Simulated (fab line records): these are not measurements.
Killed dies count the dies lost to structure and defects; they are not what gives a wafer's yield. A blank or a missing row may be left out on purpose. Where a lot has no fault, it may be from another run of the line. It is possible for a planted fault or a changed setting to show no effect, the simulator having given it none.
What tool caused it? | flow n5-finfet | 36 wafers sampled from 12 lots at 1 step of a route of 1938

== WHAT EACH GAUGE READ, for each wafer ==
N5_BEOL_M11_INSPECT_58: inspects for defects (darkfield).
lot  | measured     | on                | raw-defect-count
L078 | day 16 13:20 | defect-inspect-02 | 76 51 74
L079 | day 18 11:27 | defect-inspect-01 | 55 49 48
L080 | day 18 20:28 | defect-inspect-01 | 63 54 68
L076 | day 19 19:38 | defect-inspect-01 | 99 80 82
L083 | day 20 08:51 | defect-inspect-02 | 60 65 72
L085 | day 20 14:37 | defect-inspect-02 | 49 94 56
L091 | day 20 20:33 | defect-inspect-01 | 72 92 40
L090 | day 20 21:49 | defect-inspect-02 | 92 97 52
L089 | day 21 04:59 | defect-inspect-01 | 60 37 48
L093 | day 21 21:27 | defect-inspect-01 | 95 66 64
L094 | day 22 18:02 | defect-inspect-02 | 63 73 82
L097 | day 23 03:43 | defect-inspect-02 | 62 40 34

== TOOL THAT RAN EACH LOT (tool first, then ch and the chambers of the sampled wafers, then the start) ==
Before these readings, the record contains no process step.

== THE ANSWER, worked out from the rows above alone ==
Rule: usual is defined by the lots themselves. Put in order of their means at a reading, lots are off if they are a third of the lots or fewer, leave a main group of 4 or more, and stand apart from it by a gap of 3 or more times the standard deviation of the main group's means; of several such gaps the widest counts. A main group whose means are all the same, to the digits that the tables above print for the reading, isn't used. A lot without any number at a reading at which 4 lots or more have one is off too. Any other lot the step has rows for is counted as sound.
No lot is off on any of the readings shown, so nothing can be concluded from this.

== WHAT THE SIMULATOR HAD INSERTED ==
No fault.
